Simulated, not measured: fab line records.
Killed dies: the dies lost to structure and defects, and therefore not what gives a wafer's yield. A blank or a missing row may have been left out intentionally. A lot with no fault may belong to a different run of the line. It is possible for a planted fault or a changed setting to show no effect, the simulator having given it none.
fab line records | flow n5_finfet | part 1 of 2: steps 1 to 4 of 6
record: lots: 23 wafers: 69 last_day: 17
route steps=1938 shown MOL_CONTACT_COAG@607 BEOL_M0_SAQP@633
lots that met no fault: taken from a fault-free run of the same line
start_h: the number of hours between the record's first day and the start of the first shown wafer of the lot | wait_h: hours from the lot's prior step to this one | " same as the row above | L1.1+2: one row covering several wafers at once | - no value, or no start given | * or withheld: withheld | < > ~ a bound
route shown NAME@n: names a module that has steps shown in the file, with the first one's number in the route | usual: mean/standard deviation taken from wafers without a fault | same: alike in all rows | chamber/n: place in a boat | sites: the reading at each site | _std_site: how widely they spread, as a standard deviation | _edge_site: inner sites' mean taken away from outer sites' mean | radius_mm: how far each site lies from the wafer's centre | mask NAME#n: copy n | behind: the last tool/chamber to shape the wafer | hold: what put the lot on hold/how long, in hours/how the hold closed | device: transistor that didn't switch, given as n, p or np | end of line: the tests these same wafers got at the end of their route | step lacking rows: just its recipe | killed: dies that structure and defects cost at the first sort, which is not the same as the wafer's yield | map: a wafer's dies, marking killed ones x, the rest . and places with no die _
set.NAME: the setting the step ran with; set.NAME@STEP: the setting that earlier step ran with | model.NAME: the simulator's own value behind a step, which no gauge read
the route's steps for a sample of lots (tables are steps, rows are wafers)
services: the hour from which a tool's chamber was out of use, counted from the record's first day as start_h (under 0 if before that day), plus the number of hours and why
== steps ==
step: N5_MOL_CONTACT_COAG_ETCH_66
recipe: chemistry: CF4 target: SiARC target_depth_a: 130 mask_material: CAR-EUV time_s: 21.7 ion_energy_ev: 80 pressure_mtorr: 40 source_w: 545 bias_w: 36 Ar_flow_sccm: 100 cf4_flow_sccm: 100 ends: cleared
usual: drypump_motor_current_A: 5.7/0.32 etch_rf_on_time_s: 21.6/0.6 oes_product_au: 0.67/0.074 rf_vpp_V: 184.2/1.3 showerhead_plenum_p_Torr: 2.15/0.085 throttle_valve_pct: 15.62/0.18
columns lot.wafer tool chamber start_h wait_h drypump_motor_current_A etch_rf_on_time_s oes_product_au rf_hours_counter_h rf_vpp_V showerhead_plenum_p_Torr throttle_valve_pct
L074.3 rie_diel-01 2 103.60 0.0 6.0 20.7 0.62 212 182.6 2.04 15.73
L074.4 " 2 " " 6.0 20.5 0.62 - 182.9 2.04 15.72
L074.5 " 3 " " 5.1 20.4 0.77 - 186.2 2.17 15.30
L075.2 rie_diel-05 3 105.95 0.0 5.8 21.9 0.73 48 186.2 2.26 15.34
L075.3 " 1 " " 5.8 22.1 0.63 152 184.4 2.22 15.53
L075.5 " 0 " " 6.3 22.2 0.60 - 185.8 2.21 15.76
L076.3 rie_diel-01 1 112.22 0.0 5.7 21.6 0.64 163 183.6 2.23 15.69
L076.5 " 1 " " 5.7 21.7 0.62 - 184.9 2.23 15.69
L076.6 " 2 " " 6.0 20.4 0.61 - 182.0 2.04 15.72
L077.1 rie_diel-01 0 117.13 0.0 6.1 22.0 0.85 0 184.3 2.11 15.64
L077.4 " 3 " " 5.2 20.8 0.75 52 185.7 2.17 15.30
L077.5 " 2 " " 6.0 21.0 0.61 - 181.6 2.04 15.72
L078.2 rie_diel-05 1 123.93 0.0 5.8 21.8 0.63 158 184.3 2.21 15.54
L078.5 " 0 " " 6.3 22.4 0.60 - 185.6 2.21 15.76
L078.6 " 1 " " 5.8 22.0 0.63 - 183.0 2.21 15.54
L079.1 rie_diel-01 1 132.27 0.0 5.8 22.0 0.62 170 185.2 2.23 15.72
L079.2 " 0 " " 6.1 22.1 0.83 4 184.5 2.11 15.64
L079.3 " 2 " " 6.0 20.8 0.61 222 181.5 2.04 15.74
L080.2 rie_diel-02 3 136.00 0.0 5.4 21.2 0.65 173 185.3 2.14 15.89
L080.5 " 0 " " 5.8 21.5 0.63 - 183.5 2.03 15.64
L080.6 " 3 " " 5.4 21.1 0.66 - 184.2 2.14 15.89
L081.2 rie_diel-02 3 139.88 0.0 5.4 21.3 0.65 174 184.1 2.14 15.89
L081.4 " 0 " " 5.8 21.4 0.63 175 181.9 2.03 15.62
L081.5 " 0 " " 5.8 21.5 0.63 - 183.1 2.03 15.63
L082.2 rie_diel-05 0 149.46 0.0 6.3 21.9 0.59 223 183.8 2.20 15.78
L082.3 " 3 " " 5.8 21.7 0.71 64 185.6 2.26 15.37
L082.5 " 0 " " 6.3 22.0 0.60 - 185.0 2.20 15.77
L083.1 rie_diel-01 2 153.76 0.0 6.0 20.5 0.61 229 182.7 2.04 15.74
L083.3 " 1 " " 5.8 21.8 0.62 177 186.3 2.23 15.73
L083.4 " 0 " " 6.1 21.8 0.80 11 182.5 2.11 15.65
L084.2 rie_diel-05 2 162.25 0.0 5.6 21.6 0.67 136 183.5 2.04 15.64
L084.3 " 1 " " 5.8 21.9 0.62 171 185.5 2.21 15.57
L084.4 " 2 " " 5.6 21.5 0.67 - 182.6 2.04 15.61
L085.3 rie_diel-05 3 169.29 0.0 5.8 21.7 0.71 71 185.5 2.26 15.38
L085.5 " 3 " " 5.8 21.6 0.72 - 186.2 2.26 15.38
L085.6 " 0 " " 6.3 22.3 0.59 - 184.0 2.20 15.79
L086.4 rie_diel-02 2 179.42 0.0 5.4 21.9 0.68 80 183.9 2.09 15.56
L086.5 " 1 " " 5.7 21.7 0.83 - 185.3 2.28 15.44
L086.6 " 2 " " 5.4 22.1 0.68 - 182.6 2.09 15.56
L087.2 rie_diel-02 2 185.75 0.0 5.4 22.1 0.68 82 181.7 2.09 15.58
L087.3 " 3 " " 5.4 21.5 0.64 192 182.6 2.14 15.92
L087.5 " 0 " " 5.8 21.8 0.61 - 182.4 2.02 15.66
L088.2 rie_diel-02 3 189.43 0.0 5.4 21.5 0.64 194 184.8 2.14 15.94
L088.4 " 0 " " 5.8 21.8 0.62 194 182.6 2.02 15.68
L088.6 " 0 " " 5.8 21.7 0.61 - 183.4 2.02 15.67
L090.1 rie_diel-01 2 193.42 0.0 6.0 20.8 0.60 242 183.3 2.03 15.78
L090.2 " 1 " " 5.8 21.9 0.61 191 182.8 2.22 15.74
L090.3 " 0 " " 6.1 21.8 0.77 25 182.9 2.11 15.69
L091.1 rie_diel-05 0 201.06 0.0 6.3 22.1 0.58 239 184.3 2.20 15.82
L091.5 " 3 " " 5.8 21.7 0.71 - 186.6 2.25 15.41
L091.6 " 2 " " 5.6 21.4 0.65 - 181.6 2.03 15.66
L092.3 rie_diel-01 3 211.50 0.0 5.2 20.8 0.72 82 185.1 2.16 15.38
L092.4 " 0 " " 6.1 22.2 0.76 31 184.6 2.10 15.71
L092.5 " 0 " " 6.1 22.2 0.76 - 182.7 2.10 15.70
L093.1 rie_diel-01 3 213.62 0.0 5.2 20.6 0.72 83 184.3 2.16 15.37
L093.2 " 0 " " 6.1 22.0 0.75 31 182.7 2.10 15.69
L093.5 " 3 " " 5.2 20.7 0.72 - 184.3 2.16 15.36
L094.1 rie_diel-02 2 219.37 0.0 5.4 21.9 0.67 94 183.1 2.09 15.59
L094.2 " 3 " " 5.4 21.8 0.62 204 184.9 2.13 15.94
L094.4 " 1 " " 5.7 22.1 0.78 16 187.1 2.27 15.48
L095.1 rie_diel-01 1 227.96 0.0 5.8 22.1 0.60 204 186.0 2.22 15.77
L095.3 " 0 " " 6.1 22.2 0.74 39 182.8 2.10 15.70
L095.4 " 3 " " 5.1 20.8 0.72 - 184.9 2.15 15.39
L096.2 rie_diel-01 2 240.86 0.0 6.0 20.0 0.86 3 186.3 2.28 15.36
L096.3 " 0 " " 6.1 22.1 0.74 47 183.5 2.10 15.73
L096.6 " 3 " " 5.2 20.8 0.71 - 183.6 2.15 15.41
L097.3 rie_diel-01 2 242.62 0.0 6.0 20.1 0.86 4 185.9 2.28 15.35
L097.5 " 3 " " 5.2 20.9 0.70 - 185.3 2.15 15.41
L097.6 " 0 " " 6.1 22.2 0.73 - 183.6 2.10 15.73
step: N5_MOL_CONTACT_COAG_ALD_133
recipe: material: SiO2 target_thk_a: 50 temp_c: 100 ald_precursor_family: BDEAS ald_co_reactant: O2-plasma pulse_time_s: 1 co_reactant_pulse_time_s: 1 purge_time_s: 2 co_reactant_purge_time_s: 2 ald_cycles: 35 pressure_torr: 2
usual: heater_power_w: 77/5.8 precursor_pulse_height_rel: 1.002/0.019
same: ald_cycles: 35 co_reactant_purge_time_s: 2
columns lot.wafer tool chamber start_h wait_h heater_power_w precursor_pulse_height_rel
L074.3 ald_sin-03 3 103.68 0.1 80 1.023
L074.4 " 0 " " 76 0.983
L074.5 " 3 " " 81 0.988
L075.2 ald_sin-04 2 106.16 0.2 83 1.021
L075.3 " 0 " " 80 1.002
L075.5 " 3 " " 87 1.041
L076.3 ald_sin-01 3 112.30 0.1 72 1.004
L076.5 " 2 " " 66 0.999
L076.6 " 1 " " 78 1.008
L077.1 ald_sin-04 1 117.21 0.1 80 1.006
L077.4 " 3 " " 87 1.024
L077.5 " 1 " " 80 1.003
L078.2 ald_sin-01 3 124.01 0.1 73 1.004
L078.5 " 0 " " 71 0.985
L078.6 " 3 " " 75 1.018
L079.1 ald_sin-04 3 132.66 0.4 87 0.977
L079.2 " 0 " " 81 1.005
L079.3 " 2 " " 82 0.988
L080.2 ald_sin-04 1 136.08 0.1 79 1.029
L080.5 " 2 " " 84 1.008
L080.6 " 1 " " 79 1.025
L081.2 ald_sin-01 2 139.97 0.1 67 1.020
L081.4 " 1 " " 79 0.995
L081.5 " 3 " " 74 0.971
L082.2 ald_sin-03 2 151.25 1.8 74 0.997
L082.3 " 1 " " 76 0.986
L082.5 " 1 " " 76 0.968
L083.1 ald_sin-03 1 153.84 0.1 76 1.004
L083.3 " 0 " " 74 1.022
L083.4 " 2 " " 73 1.020
L084.2 ald_sin-04 3 162.38 0.1 85 1.017
L084.3 " 1 " " 80 0.993
L084.4 " 2 " " 81 1.012
L085.3 ald_sin-03 2 169.56 0.2 73 1.016
L085.5 " 2 " " 71 0.976
L085.6 " 0 " " 75 1.019
L086.4 ald_sin-01 3 180.18 0.7 73 1.046
L086.5 " 0 " " 72 0.989
L086.6 " 1 " " 83 1.003
L087.2 ald_sin-01 3 186.54 0.8 73 1.007
L087.3 " 2 " " 68 0.984
L087.5 " 0 " " 71 1.011
L088.2 ald_sin-03 0 189.52 0.1 76 0.996
L088.4 " 1 " " 77 1.001
L088.6 " 3 " " 80 0.989
L090.1 ald_sin-03 3 193.50 0.1 80 1.024
L090.2 " 1 " " 76 1.031
L090.3 " 2 " " 74 1.012
L091.1 ald_sin-04 2 201.14 0.1 80 1.022
L091.5 " 2 " " 80 1.004
L091.6 " 3 " " 91 1.014
L092.3 ald_sin-04 2 211.66 0.1 80 1.020
L092.4 " 0 " " 83 0.993
L092.5 " 3 " " 91 0.982
L093.1 ald_sin-01 2 213.70 0.1 66 1.008
L093.2 " 0 " " 69 1.028
L093.5 " 2 " " 66 0.997
L094.1 ald_sin-01 3 219.45 0.1 75 1.042
L094.2 " 2 " " 67 1.016
L094.4 " 0 " " 73 0.978
L095.1 ald_sin-01 1 228.15 0.2 79 0.988
L095.3 " 2 " " 68 1.010
L095.4 " 0 " " 72 0.981
L096.2 ald_sin-01 0 240.94 0.1 72 0.982
L096.3 " 1 " " 79 0.986
L096.6 " 2 " " 66 1.026
L097.3 ald_sin-03 1 242.70 0.1 74 0.981
L097.5 " 0 " " 76 1.007
L097.6 " 3 " " 82 1.011
step: N5_MOL_CONTACT_COAG_STRIP_72
recipe: chemistry: N2/H2 power_w: 450 temp_c: 40 pressure_mtorr: 20 rf_frequency_hz: 6e+07 overash_fraction: 3 bias_power_w: 7 h2_frac: 0.5 n2_flow_sccm: 200 h2_flow_sccm: 200
usual: bias_power_w: 6.999/0.021 drypump_motor_current_A: 5.66/0.29 oes_product_au: 0.77/0.078 rf_vpp_V: 59.1/2.1 showerhead_plenum_p_Torr: 2.51/0.099 throttle_valve_pct: 23.7/0.34
columns lot.wafer tool chamber start_h wait_h bias_power_w drypump_motor_current_A oes_product_au rf_hours_counter_h rf_vpp_V showerhead_plenum_p_Torr throttle_valve_pct
L074.3 rie_diel-01 1 104.14 0.0 6.976 5.78 0.72 160 60.7 2.61 23.5
L074.4 " 3 " " 6.963 5.18 0.88 - 57.8 2.57 23.2
L074.5 " 1 " " 6.993 5.77 0.73 - 55.3 2.61 23.4
L075.2 rie_diel-05 3 106.65 0.0 7.035 5.77 0.89 49 59.2 2.69 23.3
L075.3 " 2 " " 7.001 5.61 0.79 117 60.0 2.45 23.7
L075.5 " 2 " " 7.030 5.61 0.78 - 58.0 2.44 23.7
L076.3 rie_diel-02 0 112.87 0.0 7.015 5.79 0.74 165 58.6 2.43 23.4
L076.5 " 1 " " 7.017 5.66 0.68 - 60.6 2.41 24.4
L076.6 " 0 " " 7.048 5.85 0.73 - 58.9 2.43 23.4
L077.1 rie_diel-05 3 117.67 0.0 6.998 5.82 0.86 53 63.4 2.69 23.4
L077.4 " 2 " " 7.017 5.63 0.79 121 56.8 2.44 23.7
L077.5 " 0 " " 7.031 6.31 0.68 - 59.2 2.64 24.3
L078.2 rie_diel-02 3 124.47 0.0 6.991 5.40 0.75 168 53.2 2.53 23.8
L078.5 " 1 " " 7.034 5.68 0.67 - 61.9 2.41 24.4
L078.6 " 2 " " 7.018 5.37 0.82 - 63.0 2.46 23.4
L079.1 rie_diel-01 1 133.12 0.0 6.989 5.76 0.74 170 54.7 2.61 23.5
L079.2 " 0 " " 6.957 6.09 0.97 4 59.3 2.51 24.0
L079.3 " 2 " " 6.976 6.00 0.69 222 61.1 2.41 23.7
L080.2 rie_diel-02 2 136.54 0.0 6.988 5.37 0.83 63 56.2 2.45 23.5
L080.5 " 2 " " 6.985 5.37 0.85 - 62.8 2.45 23.4
L080.6 " 1 " " 6.999 5.68 0.68 - 56.9 2.41 24.4
L081.2 rie_diel-01 3 140.43 0.0 7.003 5.15 0.84 58 60.7 2.57 23.3
L081.4 " 0 " " 6.991 6.12 0.98 7 56.2 2.51 24.0
L081.5 " 3 " " 6.968 5.14 0.85 - 60.7 2.57 23.3
L082.2 rie_diel-02 3 151.70 0.0 6.989 5.39 0.77 178 60.3 2.53 23.8
L082.3 " 2 " " 6.976 5.40 0.81 68 56.4 2.45 23.4
L082.5 " 0 " " 6.999 5.83 0.73 - 58.6 2.42 23.4
L083.1 rie_diel-02 1 154.30 0.0 6.980 5.67 0.65 247 59.3 2.41 24.5
L083.3 " 0 " " 7.024 5.83 0.73 180 56.6 2.42 23.5
L083.4 " 3 " " 7.000 5.39 0.76 179 60.3 2.53 23.8
L084.2 rie_diel-02 2 162.99 0.0 6.991 5.40 0.81 72 58.7 2.45 23.4
L084.3 " 3 " " 6.972 5.41 0.75 182 61.5 2.52 23.8
L084.4 " 3 " " 6.989 5.38 0.75 - 57.4 2.52 23.8
L085.3 rie_diel-02 3 170.04 0.0 7.021 5.42 0.75 186 59.2 2.52 23.8
L085.5 " 2 " " 7.015 5.36 0.82 - 59.1 2.45 23.4
L085.6 " 3 " " 6.980 5.39 0.77 - 62.3 2.52 23.8
L086.4 rie_diel-05 3 180.64 0.0 6.983 5.81 0.84 75 62.8 2.68 23.4
L086.5 " 2 " " 6.984 5.61 0.77 - 57.6 2.44 23.7
L086.6 " 3 " " 6.978 5.78 0.84 - 63.6 2.68 23.4
L087.2 rie_diel-02 0 187.00 0.0 6.989 5.80 0.72 193 60.1 2.42 23.5
L087.3 " 1 " " 6.983 5.69 0.96 3 60.5 2.72 23.8
L087.5 " 0 " " 6.978 5.81 0.72 - 58.9 2.42 23.4
L088.2 rie_diel-02 0 189.98 0.0 7.012 5.82 0.72 194 57.8 2.42 23.4
L088.4 " 3 " " 7.010 5.41 0.74 194 56.9 2.52 23.8
L088.6 " 1 " " 6.991 5.67 0.96 - 60.1 2.72 23.9
L090.1 rie_diel-01 3 193.96 0.0 7.019 5.17 0.84 77 56.8 2.56 23.3
L090.2 " 0 " " 7.004 6.10 0.93 25 56.7 2.50 24.0
L090.3 " 1 " " 6.986 5.77 0.70 191 60.3 2.60 23.5
L091.1 rie_diel-05 3 201.60 0.0 7.010 5.79 0.83 81 56.9 2.68 23.4
L091.5 " 3 " " 7.024 5.82 0.83 - 59.5 2.68 23.4
L091.6 " 2 " " 7.005 5.62 0.77 - 58.0 2.43 23.7
L092.3 rie_diel-02 1 212.12 0.0 6.994 5.68 0.93 12 57.1 2.72 23.9
L092.4 " 0 " " 6.994 5.80 0.72 202 56.7 2.41 23.4
L092.5 " 0 " " 7.036 5.81 0.72 - 54.8 2.41 23.5
L093.1 rie_diel-02 2 214.16 0.0 7.000 5.38 0.80 92 60.3 2.44 23.5
L093.2 " 3 " " 7.007 5.37 0.73 201 57.8 2.52 23.9
L093.5 " 2 " " 6.988 5.39 0.80 - 57.1 2.44 23.5
L094.1 rie_diel-02 1 219.91 0.0 7.014 5.69 0.90 16 61.2 2.72 23.9
L094.2 " 0 " " 6.970 5.83 0.71 206 57.3 2.41 23.4
L094.4 " 2 " " 7.012 5.37 0.78 94 57.3 2.44 23.5
L095.1 rie_diel-01 1 228.61 0.0 7.003 5.76 0.69 204 57.5 2.59 23.5
L095.3 " 0 " " 6.987 6.10 0.91 39 57.1 2.49 24.0
L095.4 " 1 " " 6.977 5.79 0.70 - 60.1 2.59 23.5
L096.2 rie_diel-02 1 241.57 0.0 7.018 5.68 0.89 27 64.2 2.71 23.9
L096.3 " 0 " " 7.016 5.84 0.70 216 55.3 2.41 23.5
L096.6 " 1 " " 7.004 5.69 0.88 - 59.4 2.71 23.9
L097.3 rie_diel-02 1 243.16 0.0 7.008 5.68 0.88 27 57.7 2.71 23.9
L097.5 " 0 " " 6.976 5.82 0.69 - 57.0 2.41 23.5
L097.6 " 3 " " 6.966 5.41 0.72 - 58.9 2.51 23.9
step: N5_BEOL_M0_SAQP_ILD_DEP_01
recipe: material: SiOC target_thk_a: 454.19 temp_c: 350 precursor: DEMS/O2 pressure_torr: 5 rf_w: 500 time_s: 8.7
usual: heater_power_w: 494/64 showerhead_plenum_p_Torr: 5.684/0.017 throttle_valve_pct: 11.9/0.9
columns lot.wafer tool chamber start_h wait_h heater_power_w showerhead_plenum_p_Torr throttle_valve_pct
L074.3 pecvd-01 2 109.21 0.0 542 5.678 11.9
L074.4 " 1 " " 454 5.676 11.4
L074.5 " 0 " " 474 5.711 11.8
L075.2 pecvd-01 0 112.21 0.0 473 5.708 11.9
L075.3 " 2 " " 455 5.665 11.8
L075.5 " 2 " " 473 5.667 11.6
L076.3 pecvd-01 1 117.26 0.0 412 5.671 11.5
L076.5 " 2 " " 545 5.655 11.5
L076.6 " 0 " " 416 5.726 11.8
L077.1 pecvd-03 2 122.10 0.0 443 5.689 14.4
L077.4 " 1 " " 428 5.684 13.0
L077.5 " 2 " " 437 5.690 14.2
L078.2 pecvd-03 2 128.89 0.0 401 5.708 14.4
L078.5 " 0 " " 473 5.663 10.8
L078.6 " 1 " " 488 5.675 13.6
L079.1 pecvd-01 0 137.51 0.0 496 5.700 12.0
L079.2 " 1 " " 500 5.684 11.3
L079.3 " 2 " " 510 5.668 11.6
L080.2 pecvd-04 1 140.92 0.0 697 5.683 12.4
L080.5 " 1 " " 705 5.685 12.3
L080.6 " 2 " " 485 5.694 11.5
L081.2 pecvd-01 2 144.87 0.0 471 5.655 11.6
L081.4 " 1 " " 457 5.690 11.5
L081.5 " 2 " " 456 5.680 11.4
L082.2 pecvd-03 0 156.09 0.0 521 5.672 10.8
L082.3 " 1 " " 410 5.667 13.2
L082.5 " 2 " " 495 5.702 14.6
L083.1 pecvd-04 2 159.09 0.0 484 5.696 11.3
L083.3 " 1 " " 678 5.702 12.1
L083.4 " 1 " " 692 5.695 12.0
L084.2 pecvd-01 0 167.43 0.0 397 5.718 11.8
L084.3 " 2 " " 507 5.668 11.8
L084.4 " 1 " " 484 5.678 11.6
L085.3 pecvd-03 0 174.43 0.0 544 5.654 10.7
L085.5 " 1 " " 405 5.683 13.1
L085.6 " 0 " " 532 5.660 11.0
L086.4 pecvd-01 2 185.21 0.0 529 5.677 11.7
L086.5 " 1 " " 523 5.679 11.2
L086.6 " 0 " " 433 5.686 12.2
L087.2 pecvd-01 0 191.40 0.0 425 5.690 12.0
L087.3 " 1 " " 489 5.677 11.5
L087.5 " 1 " " 493 5.682 11.6
L088.2 pecvd-01 0 194.40 0.0 393 5.722 11.6
L088.4 " 0 " " 401 5.712 11.9
L088.6 " 1 " " 430 5.672 11.4
L090.1 pecvd-04 0 200.40 0.0 571 5.702 12.4
L090.2 " 2 " " 498 5.708 11.5
L090.3 " 1 " " 602 5.704 12.3
L091.1 pecvd-03 1 206.00 0.0 501 5.668 13.1
L091.5 " 1 " " 500 5.694 13.1
L091.6 " 0 " " 459 5.662 10.7
L092.3 pecvd-03 0 216.54 0.0 523 5.672 10.8
L092.4 " 1 " " 432 5.695 12.9
L092.5 " 0 " " 526 5.674 11.0
L093.1 pecvd-01 0 219.51 0.0 492 5.710 11.7
L093.2 " 1 " " 490 5.672 11.6
L093.5 " 0 " " 486 5.706 12.0
L094.1 pecvd-03 0 224.31 0.0 528 5.668 10.6
L094.2 " 1 " " 500 5.682 12.8
L094.4 " 0 " " 529 5.673 10.8
L095.1 pecvd-04 2 233.00 0.0 475 5.687 11.9
L095.3 " 1 " " 691 5.695 12.6
L095.4 " 2 " " 490 5.692 11.3
L096.2 pecvd-01 2 245.97 0.0 504 5.680 12.2
L096.3 " 2 " " 522 5.661 11.7
L096.6 " 2 " " 511 5.661 11.9
L097.3 pecvd-03 2 248.96 0.0 479 5.676 10.4
L097.5 " 0 " " 533 5.668 11.0
L097.6 " 1 " " 435 5.688 13.0
